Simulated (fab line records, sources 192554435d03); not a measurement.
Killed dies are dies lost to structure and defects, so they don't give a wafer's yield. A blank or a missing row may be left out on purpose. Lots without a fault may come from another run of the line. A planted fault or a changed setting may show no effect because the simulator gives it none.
Which tool did it? | flow n5_finfet | 23 lots, 69 wafers sampled, at 5 steps of a route of 1938

WHAT THE GAUGES READ, wafer by wafer
N5_MOL_CONTACT_COAG_INSPECT_57: inspects for defects (brightfield).
lot  | measured     | on                | raw_defect_count
L074 | day 5 04:26  | defect_inspect-02 | 275 229 284
L076 | day 5 17:58  | defect_inspect-01 | 93 164 180
L077 | day 6 02:49  | defect_inspect-01 | 170 169 165
L078 | day 6 04:31  | defect_inspect-02 | 203 124 197
L079 | day 6 15:06  | defect_inspect-01 | 155 187 173
L080 | day 6 21:53  | defect_inspect-02 | 126 179 147
L081 | day 6 22:50  | defect_inspect-02 | 179 248 193
L082 | day 7 03:58  | defect_inspect-01 | 127 194 132
L083 | day 7 08:39  | defect_inspect-02 | 282 156 222
L084 | day 7 17:22  | defect_inspect-01 | 294 256 236
L085 | day 7 23:22  | defect_inspect-01 | 304 241 217
L086 | day 8 10:45  | defect_inspect-01 | 137 151 123
L087 | day 8 13:49  | defect_inspect-01 | 180 170 75
L088 | day 8 18:57  | defect_inspect-01 | 266 261 215
L089 | day 8 19:41  | defect_inspect-01 | 164 265 175
L090 | day 9 01:55  | defect_inspect-01 | 211 219 158
L091 | day 9 08:50  | defect_inspect-02 | 215 139 161
L092 | day 9 12:34  | defect_inspect-01 | 197 234 311
L093 | day 9 18:31  | defect_inspect-01 | 224 162 175
L094 | day 10 02:18 | defect_inspect-02 | 121 195 133
L095 | day 10 08:26 | defect_inspect-02 | 144 123 160
L096 | day 10 18:02 | defect_inspect-01 | 225 177 232
L097 | day 10 20:33 | defect_inspect-01 | 272 216 143

N5_MOL_CONTACT_COAG_INSPECT_42: inspects for defects (brightfield).
lot  | measured     | on                | raw_defect_count
L074 | day 5 06:30  | defect_inspect-02 | 265 230 290
L076 | day 5 19:21  | defect_inspect-01 | 101 167 166
L077 | day 6 04:35  | defect_inspect-02 | 238 214 211
L078 | day 6 05:56  | defect_inspect-02 | 216 120 192
L079 | day 6 16:26  | defect_inspect-02 | 202 217 216
L080 | day 6 23:24  | defect_inspect-01 | 98 147 127
L081 | day 7 00:20  | defect_inspect-02 | 188 240 194
L082 | day 7 06:01  | defect_inspect-02 | 167 206 155
L083 | day 7 10:08  | defect_inspect-01 | 237 124 192
L084 | day 7 18:50  | defect_inspect-02 | 365 311 304
L085 | day 8 00:49  | defect_inspect-01 | 306 243 215
L086 | day 8 12:02  | defect_inspect-02 | 169 187 162
L087 | day 8 15:11  | defect_inspect-01 | 178 164 65
L088 | day 8 20:26  | defect_inspect-01 | 256 246 192
L089 | day 8 21:10  | defect_inspect-01 | 166 277 173
L090 | day 9 03:13  | defect_inspect-01 | 213 206 139
L091 | day 9 10:06  | defect_inspect-02 | 210 144 169
L092 | day 9 13:55  | defect_inspect-01 | 202 238 327
L093 | day 9 19:53  | defect_inspect-01 | 214 173 177
L094 | day 10 03:34 | defect_inspect-02 | 117 174 148
L095 | day 10 09:55 | defect_inspect-02 | 167 127 162
L096 | day 10 19:31 | defect_inspect-02 | 261 195 298
L097 | day 10 21:48 | defect_inspect-01 | 279 237 145

WHICH TOOL RAN EACH LOT (tool, then ch and the chambers of the sampled wafers, then the start)
lot  | N5_MOL_CONTACT_COAG_ETCH_106      | N5_MOL_CONTACT_COAG_ETCH_110      | N5_MOL_CONTACT_COAG_SPUTTER_143
L074 | rie_diel-05 ch 0,3, day 4 17:52   | rie_diel-05 ch 0,3, day 4 18:03   | pvd_sputter-02, day 4 20:58
L076 | rie_diel-01 ch 0, day 5 05:01     | rie_diel-01 ch 0, day 5 05:37     | pvd_sputter-01, day 5 08:20
L077 | rie_diel-02 ch 0,1, day 5 18:10   | rie_diel-02 ch 0,1, day 5 18:22   | pvd_sputter-01, day 5 21:04
L078 | rie_diel-05 ch 2,3, day 5 20:05   | rie_diel-05 ch 2,3, day 5 20:17   | pvd_sputter-02, day 5 21:48
L079 | rie_diel-01 ch 0,1,2, day 6 04:46 | rie_diel-01 ch 0,1,2, day 6 04:58 | pvd_sputter-03, day 6 07:44
L080 | rie_diel-05 ch 2,3, day 6 12:08   | rie_diel-05 ch 2,3, day 6 12:20   | pvd_sputter-02, day 6 14:07
L081 | rie_diel-05 ch 0,2,3, day 6 13:02 | rie_diel-05 ch 0,2,3, day 6 13:14 | pvd_sputter-02, day 6 14:43
L082 | rie_diel-02 ch 0,2,3, day 6 18:43 | rie_diel-02 ch 0,2,3, day 6 18:55 | pvd_sputter-02, day 6 21:11
L083 | rie_diel-01 ch 0,1,3, day 6 22:19 | rie_diel-01 ch 0,1,3, day 6 22:31 | pvd_sputter-03, day 7 01:24
L084 | rie_diel-01 ch 1,3, day 7 07:32   | rie_diel-01 ch 1,3, day 7 07:43   | pvd_sputter-01, day 7 09:37
L085 | rie_diel-05 ch 1,2,3, day 7 13:40 | rie_diel-05 ch 1,2,3, day 7 13:52 | pvd_sputter-02, day 7 16:07
L086 | rie_diel-02 ch 1,3, day 7 23:05   | rie_diel-02 ch 1,3, day 7 23:17   | pvd_sputter-01, day 8 01:48
L087 | rie_diel-01 ch 0,3, day 8 04:33   | rie_diel-01 ch 0,3, day 8 04:45   | pvd_sputter-02, day 8 06:40
L088 | rie_diel-01 ch 0,2,3, day 8 06:07 | rie_diel-01 ch 0,2,3, day 8 06:18 | pvd_sputter-03, day 8 09:22
L089 | rie_diel-02 ch 0,2, day 8 09:03   | rie_diel-02 ch 0,2, day 8 09:15   | pvd_sputter-01, day 8 12:52
L090 | rie_diel-01 ch 0,1, day 8 15:11   | rie_diel-01 ch 0,1, day 8 15:23   | pvd_sputter-02, day 8 19:28
L091 | rie_diel-05 ch 1,2,3, day 8 20:54 | rie_diel-05 ch 1,2,3, day 8 21:05 | pvd_sputter-01, day 9 00:52
L092 | rie_diel-02 ch 0,1,3, day 9 03:41 | rie_diel-02 ch 0,1,3, day 9 03:53 | pvd_sputter-01, day 9 05:37
L093 | rie_diel-05 ch 0,1,2, day 9 10:26 | rie_diel-05 ch 0,1,2, day 9 10:38 | pvd_sputter-03, day 9 12:41
L094 | rie_diel-05 ch 0,1,2, day 9 14:55 | rie_diel-05 ch 0,1,2, day 9 15:07 | pvd_sputter-03, day 9 17:32
L095 | rie_diel-01 ch 0,1,2, day 9 22:55 | rie_diel-01 ch 0,1,2, day 9 23:07 | pvd_sputter-03, day 10 00:43
L096 | rie_diel-01 ch 2,3, day 10 09:22  | rie_diel-01 ch 2,3, day 10 09:34  | pvd_sputter-01, day 10 11:05
L097 | rie_diel-05 ch 1,2, day 10 11:10  | rie_diel-05 ch 1,2, day 10 11:22  | pvd_sputter-02, day 10 14:08
- N5_MOL_CONTACT_COAG_ETCH_106: etches SOC in N2/H2, target depth 80 nm, overetch 16 nm, time 120 s.
- N5_MOL_CONTACT_COAG_ETCH_110: etches Si in CF4/O2, target depth 2.5 nm, time 8 s.
- N5_MOL_CONTACT_COAG_SPUTTER_143: material Co, target thk 2.5 nm.

WHAT THE TOOLS THEMSELVES READ (means of the sampled wafers that have a number; where no wafer has one, the mark that the record gives instead)
N5_MOL_CONTACT_COAG_ETCH_106.
lot  | tool        | bias_w (W) | drypump_motor_current_A (A) | oes_product_au (a.u.) | rf_vpp_V (V) | showerhead_plenum_p_Torr (Torr) | throttle_valve_pct (%)
L074 | rie_diel-05 | 149.7      | 6.0                         | 0.74                  | 524.6        | 2.58                            | 17.98
L076 | rie_diel-01 | 150.0      | 5.1                         | 0.71                  | 524.6        | 2.57                            | 17.76
L077 | rie_diel-02 | 149.7      | 6.2                         | 0.70                  | 524.1        | 2.54                            | 17.91
L078 | rie_diel-05 | 149.9      | 5.7                         | 0.76                  | 525.3        | 2.58                            | 17.70
L079 | rie_diel-01 | 150.0      | 5.2                         | 0.68                  | 524.5        | 2.54                            | 17.98
L080 | rie_diel-05 | 150.2      | 6.0                         | 0.75                  | 525.7        | 2.57                            | 17.77
L081 | rie_diel-05 | 149.9      | 5.9                         | 0.75                  | 525.0        | 2.58                            | 17.86
L082 | rie_diel-02 | 150.0      | 5.9                         | 0.76                  | 526.1        | 2.62                            | 17.88
L083 | rie_diel-01 | 150.2      | 5.5                         | 0.71                  | 525.2        | 2.59                            | 17.83
L084 | rie_diel-01 | 150.3      | 5.8                         | 0.73                  | 526.2        | 2.60                            | 17.80
L085 | rie_diel-05 | 149.9      | 5.8                         | 0.72                  | 524.4        | 2.55                            | 17.75
L086 | rie_diel-02 | 150.0      | 6.0                         | 0.64                  | 523.2        | 2.52                            | 18.10
L087 | rie_diel-01 | 149.6      | 5.8                         | 0.75                  | 525.6        | 2.58                            | 17.75
L088 | rie_diel-01 | 150.1      | 5.5                         | 0.72                  | 523.5        | 2.53                            | 17.89
L089 | rie_diel-02 | 150.0      | 6.2                         | 0.78                  | 527.5        | 2.67                            | 17.76
L090 | rie_diel-01 | 150.2      | 5.2                         | 0.66                  | 524.0        | 2.57                            | 17.90
L091 | rie_diel-05 | 149.6      | 5.8                         | 0.71                  | 523.6        | 2.55                            | 17.79
L092 | rie_diel-02 | 149.6      | 5.9                         | 0.68                  | 523.8        | 2.54                            | 18.01
L093 | rie_diel-05 | 149.9      | 5.6                         | 0.71                  | 524.4        | 2.55                            | 17.88
L094 | rie_diel-05 | 150.1      | 5.6                         | 0.71                  | 523.7        | 2.55                            | 17.87
L095 | rie_diel-01 | 149.5      | 5.2                         | 0.66                  | 523.7        | 2.53                            | 18.02
L096 | rie_diel-01 | 149.8      | 5.5                         | 0.71                  | 521.4        | 2.49                            | 18.04
L097 | rie_diel-05 | 149.9      | 5.4                         | 0.71                  | 523.8        | 2.55                            | 17.74

N5_MOL_CONTACT_COAG_ETCH_110.
lot  | tool        | bias_w (W) | drypump_motor_current_A (A) | oes_product_au (a.u.) | rf_vpp_V (V) | showerhead_plenum_p_Torr (Torr) | throttle_valve_pct (%)
L074 | rie_diel-05 | 11.98      | 6.0                         | 0.83                  | 129.5        | 2.26                            | 10.75
L076 | rie_diel-01 | 12.02      | 5.1                         | 0.79                  | 130.0        | 2.24                            | 10.65
L077 | rie_diel-02 | 11.97      | 6.2                         | 0.79                  | 126.4        | 2.23                            | 10.94
L078 | rie_diel-05 | 12.00      | 5.6                         | 0.85                  | 129.0        | 2.26                            | 10.61
L079 | rie_diel-01 | 11.95      | 5.2                         | 0.76                  | 127.6        | 2.22                            | 10.93
L080 | rie_diel-05 | 11.96      | 6.0                         | 0.83                  | 129.9        | 2.25                            | 10.71
L081 | rie_diel-05 | 12.03      | 5.8                         | 0.84                  | 129.3        | 2.26                            | 10.72
L082 | rie_diel-02 | 11.97      | 5.9                         | 0.85                  | 127.1        | 2.28                            | 10.65
L083 | rie_diel-01 | 12.02      | 5.5                         | 0.79                  | 127.6        | 2.26                            | 10.74
L084 | rie_diel-01 | 11.98      | 5.8                         | 0.82                  | 128.0        | 2.28                            | 10.65
L085 | rie_diel-05 | 12.03      | 5.8                         | 0.80                  | 129.2        | 2.24                            | 10.77
L086 | rie_diel-02 | 12.00      | 6.0                         | 0.73                  | 125.7        | 2.21                            | 11.09
L087 | rie_diel-01 | 11.99      | 5.8                         | 0.83                  | 129.9        | 2.26                            | 10.51
L088 | rie_diel-01 | 11.97      | 5.5                         | 0.80                  | 128.9        | 2.21                            | 10.72
L089 | rie_diel-02 | 11.99      | 6.2                         | 0.88                  | 127.6        | 2.33                            | 10.52
L090 | rie_diel-01 | 11.99      | 5.2                         | 0.74                  | 129.1        | 2.25                            | 10.89
L091 | rie_diel-05 | 12.00      | 5.8                         | 0.79                  | 128.8        | 2.24                            | 10.81
L092 | rie_diel-02 | 11.96      | 5.9                         | 0.76                  | 126.4        | 2.23                            | 10.95
L093 | rie_diel-05 | 11.98      | 5.6                         | 0.79                  | 129.6        | 2.24                            | 10.83
L094 | rie_diel-05 | 12.00      | 5.6                         | 0.78                  | 130.7        | 2.24                            | 10.84
L095 | rie_diel-01 | 11.98      | 5.2                         | 0.73                  | 128.2        | 2.21                            | 11.02
L096 | rie_diel-01 | 12.01      | 5.5                         | 0.78                  | 127.9        | 2.17                            | 10.87
L097 | rie_diel-05 | 11.97      | 5.4                         | 0.80                  | 129.3        | 2.24                            | 10.76

N5_MOL_CONTACT_COAG_SPUTTER_143.
lot  | tool           | throttle_valve_pct (%)
L074 | pvd_sputter-02 | 30.3
L076 | pvd_sputter-01 | 30.1
L077 | pvd_sputter-01 | 30.2
L078 | pvd_sputter-02 | 30.9
L079 | pvd_sputter-03 | 29.8
L080 | pvd_sputter-02 | 31.0
L081 | pvd_sputter-02 | 30.8
L082 | pvd_sputter-02 | 30.4
L083 | pvd_sputter-03 | 29.5
L084 | pvd_sputter-01 | 31.0
L085 | pvd_sputter-02 | 30.9
L086 | pvd_sputter-01 | 30.0
L087 | pvd_sputter-02 | 30.1
L088 | pvd_sputter-03 | 29.8
L089 | pvd_sputter-01 | 30.1
L090 | pvd_sputter-02 | 31.0
L091 | pvd_sputter-01 | 30.0
L092 | pvd_sputter-01 | 30.3
L093 | pvd_sputter-03 | 29.2
L094 | pvd_sputter-03 | 29.8
L095 | pvd_sputter-03 | 28.7
L096 | pvd_sputter-01 | 31.1
L097 | pvd_sputter-02 | 30.2

THE ANSWER, worked out from the rows above alone
Rule: what is usual is taken from the lots themselves. Put in order of their means at a reading, lots are off if they are a third of the lots or fewer, leave a main group of 4 or more, and stand apart from it by a gap of 3 or more times the standard deviation of the main group's means; of several such gaps the widest counts. A main group whose means are all the same, to the digits that the tables above print for the reading, isn't used. A lot without any number at a reading at which 4 lots or more have one is off too. The other lots that the step has rows for count as sound. The gauges are gone through in route order, then the tools' own readings, and for those a lot's mean is taken as printed above. The first step at which some lot is off is used, and at that step the reading that is off furthest; a lot without a number counts as furthest.
No lot is off at any reading shown: from this, nothing can be told.

WHAT THE SIMULATOR HAD PUT IN
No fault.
